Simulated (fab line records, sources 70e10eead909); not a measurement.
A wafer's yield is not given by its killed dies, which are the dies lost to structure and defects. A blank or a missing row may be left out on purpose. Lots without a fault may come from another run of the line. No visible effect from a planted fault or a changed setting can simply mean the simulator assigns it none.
Struck lot and sound lot, side by side    flow nand_harc    23 steps out of a route of 1302
Sound: the wafers L869.3, L869.4, L869.6. Wafers L872.2, L872.4, L872.5 were the ones struck. The cause comes at the end.
For every step that has rows: the tool of each side, followed by ch and its chambers, followed by its first start. Under that, the readings that differ: sound wafers    struck wafers    difference of the means    sigmas: that difference in standard deviations of wafers without a fault.
alike: same words and numbers on both sides, and readings whose means sit less than 2 such deviations apart. not compared: any withheld reading, any reading some wafer has no value for, any bound like >300 that may hide the same value, and any number with overlapping values for which the record gives no deviation.
A row with sigmas, a row that says differs or no value, or rows on one side alone: a step with any of these is where the two part. Non-overlapping numbers with no deviation appear without sigmas and do not part them. A reading that every wafer of one side lacks parts them only if that side has two wafers or more.

NHARC_P_CONTACT_DEP_00: deposits SiO2, target thk 500 nm.
  sound: pecvd-02 ch 1,2; struck: pecvd-02 ch 1,2
  alike: heater_power_w, susceptor_temp_C, throttle_valve_pct
NHARC_P_CONTACT_CMP_01: polishes SiO2, target thk 200 nm.
  sound on cmp-04 ch 0,1,2, day 11 21:06; struck on cmp-03 ch 0,1, day 12 09:25
  alike: motor_current_A, retaining_ring_pressure_frac, slurry_flow_ml_min
then, 9 steps without rows for these wafers: NHARC_P_CONTACT_SRD_03; NHARC_P_CONTACT_DEHYDRATE_04 (time 120 s); NHARC_P_CONTACT_HMDS_05 (time 30 s); NHARC_P_CONTACT_COAT_33 (time 75 s); NHARC_P_CONTACT_COAT_34 (time 65 s); NHARC_P_CONTACT_COAT_06 (resist thk 90 nm); NHARC_P_CONTACT_SOFTBAKE_07 (time 55 s); NHARC_P_CONTACT_EBR_08; NHARC_P_CONTACT_EXPOSE_09 (exposes mask P CA, target cd 90 nm).
NHARC_P_CONTACT_PEB_10: peb time 65 s.
  sound on litho_track-01 ch 0, day 11 21:55; struck on litho_track-01 ch 0, day 12 10:04
reading                   sound              struck                difference  sigmas
heater_power_total_W (W)  156.2 156.2 156.4  165.5 166.4 165.6     +9.6        +23
plate_temp_C (C)          99.99 99.97 99.78  104.39 104.47 104.48  +4.53       +41
  alike: exhaust_pa
then, 1 step without rows for these wafers: NHARC_P_CONTACT_DEVELOP_11 (develop time 35 s).
NHARC_P_CONTACT_CD_MEAS_12: target cd 90 nm.
  sound on cd_sem-02 ch 0, day 11 22:01; struck on cd_sem-01 ch 0, day 12 10:08
reading     sound           struck             difference  sigmas
cd_nm (nm)  90.7 91.5 91.7  103.1 103.0 103.1  +11.8       +13
NHARC_P_CONTACT_OVL_MEAS_13:
  struck on overlay-02, day 12 10:14; sound on overlay-01, day 11 22:05
  alike: overlay_x_nm, overlay_y_nm
NHARC_P_CONTACT_INSPECT_14:
  struck on defect_inspect-02, day 12 10:16; sound on defect_inspect-02, day 11 22:08
  alike: raw_defect_count
NHARC_P_CONTACT_DESCUM_17: chemistry O2, time 3 s.
  sound on rie_diel-06 ch 0,1,2, day 11 22:11; struck on rie_diel-11 ch 0,3, day 12 10:19
reading                     sound           struck             difference  sigmas
model.P_CONTACT.cd_nm (nm)  90.79 91 91.93  104.1 102.3 104.2  +12.3       
  alike: drypump_motor_current_A, oes_product_au, rf_vpp_V, showerhead_plenum_p_Torr, throttle_valve_pct
  not compared: rf_hours_counter_h
NHARC_P_CONTACT_ETCH_35: etches the open film in CF4, target depth 39 nm, time 65 s.
  sound on rie_diel-06 ch 0,1,3, day 11 22:17; struck on rie_diel-11 ch 0,1,2, day 12 10:25
  alike: cf4_flow_sccm, drypump_motor_current_A, oes_product_au, rf_vpp_V, showerhead_plenum_p_Torr, throttle_valve_pct
  not compared: rf_hours_counter_h
NHARC_P_CONTACT_ETCH_36: etches the open film in N2/H2, target depth 260 nm, time 406.25 s.
  sound: rie_diel-06 ch 2,3; struck: rie_diel-11 ch 2,3
  alike: drypump_motor_current_A, oes_product_au, rf_vpp_V, showerhead_plenum_p_Torr, throttle_valve_pct
  not compared: rf_hours_counter_h
NHARC_P_CONTACT_ETCH_18: etches the open film in C4F8/O2/Ar, target depth 481 nm, time 240.5 s.
  sound: rie_diel-06 ch 0,2,3; struck: rie_diel-11 ch 0,1,3
  alike: oes_product_au, rf_vpp_V
  not compared: rf_hours_counter_h
then, 1 step without rows for these wafers: NHARC_P_CONTACT_STRIP_37 (strips in C4F8/O2/Ar).
NHARC_P_CONTACT_ETCH_31: etches the open film in CH3F/O2, target depth 30 nm, time 85.7 s.
  sound: rie_diel-06 ch 0,3; struck: rie_diel-11 ch 0,3
reading                     sound             struck             difference  sigmas
model.P_CONTACT.cd_nm (nm)  89.21 92.2 91.22  105.8 102.4 105.2  +13.6       
  alike: drypump_motor_current_A, oes_product_au, rf_vpp_V, showerhead_plenum_p_Torr, throttle_valve_pct
  not compared: rf_hours_counter_h
NHARC_P_CONTACT_CD_MEAS_19:
  struck on cd_sem-01, day 12 11:11; sound on cd_sem-03, day 11 23:04
reading     sound           struck             difference  sigmas
cd_nm (nm)  89.0 92.1 91.5  105.9 102.2 105.5  +13.7       +7

== WHERE THEY PART ==
First at NHARC_P_CONTACT_PEB_10; last, within this record, at NHARC_P_CONTACT_CD_MEAS_19.

WHY: whatever the simulator had introduced
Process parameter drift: litho_track-01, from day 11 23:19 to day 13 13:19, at NHARC_P_CONTACT_PEB_10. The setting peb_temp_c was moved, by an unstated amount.
